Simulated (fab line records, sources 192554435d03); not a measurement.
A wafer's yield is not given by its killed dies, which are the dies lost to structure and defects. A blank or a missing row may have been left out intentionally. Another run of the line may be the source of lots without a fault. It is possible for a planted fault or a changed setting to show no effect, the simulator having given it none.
Problem report in the 8D (eight disciplines) form, filled by code + flow n5_finfet + the parts of the form that need people (team, actions taken, sign-off) are left out

== 1. WHAT WENT WRONG ==
run_length_s at N5_FIN_CUT_COAT_19 reads a mean of 69.55 s on 6 wafers of 2 lots; wafers without a fault read 66.23 s with a standard deviation of 0.27. Relative to the usual mean, that is a shift of +12 standard deviations.
The step: time 60 s, resist thk 20 nm.
First seen on wafer L377.2, day 7 15:29, on litho_track-02. The record holds 30 wafers of 10 lots with a number at this step. By rule, "out" or "out of limits" means more than 4 standard deviations away from the usual mean. The rest of the wafers with a number are treated as sound.

== 2. WHAT IT IS, AND WHAT IT ISN'T ==
| question                    | is                     | is not                                         |
|-----------------------------|------------------------|------------------------------------------------|
| which readings at this step | run_length_s           | -                                              |
| which lots                  | L377, L378             | L355, L356, L358, L359, L360, L365, L366, L368 |
| which wafers of those lots  | all that have a number | -                                              |
| read on which tools         | litho_track-02         | litho_track-01, litho_track-05                 |
| when                        | from day 7 15:29       | up to then (24 sound wafers)                   |

== 3. SUSPECTS, AND WHAT RULES EACH OUT ==
Counting: a tool at a process step up to the reading stays a suspect if it ran every lot that is out and no sound lot after the first of them.
- litho_track-02 at N5_FIN_CUT_COAT_19 (time 60 s, resist thk 20 nm): kept. It processed each lot that is out, first L377 at day 7 15:29, and no sound lot thereafter; up to then, the last sound lot it processed was L366 at day 4 20:11. Its own readings are out on those wafers: run_length_s.
The count leaves litho_track-02 at N5_FIN_CUT_COAT_19.

== 4. THE CAUSE (what the simulator had put in) ==
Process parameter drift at N5_FIN_CUT_COAT_19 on litho_track-02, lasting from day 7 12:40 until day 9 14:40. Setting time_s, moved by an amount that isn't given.
After counting, this tool was the only one left.

== 5. THE EFFECT CHAIN, in route order ==
Each row: a reading where the mean over the struck wafers with a number is more than 3 standard deviations away from the usual. Only readings whose record carries a usual standard deviation are examined. hours: median over the lots of the time between each lot's start at the first step of this table that gives one and its start at this step. sigmas: the change, counted in usual standard deviations.
| hours | step               | reading      | usual   | on struck wafers | change | sigmas |
|-------|--------------------|--------------|---------|------------------|--------|--------|
| 0     | N5_FIN_CUT_COAT_19 | run_length_s | 66.23 s | 69.55            | +3.31  | +12    |
Here are the process steps it includes:
- N5_FIN_CUT_COAT_19: time 60 s, resist thk 20 nm.
At these later measuring or inspecting steps, every struck wafer for which the step has a row has a number for every such reading, and none has moved that far: N5_FIN_CUT_INSPECT_10, N5_BEOL_M4_RC_MEAS_101.

== 6. HOW IT WOULD HAVE BEEN CAUGHT EARLIER ==
The fault began at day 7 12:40; the first out-of-limits reading in this record came at day 7 15:29, 3 hours later.
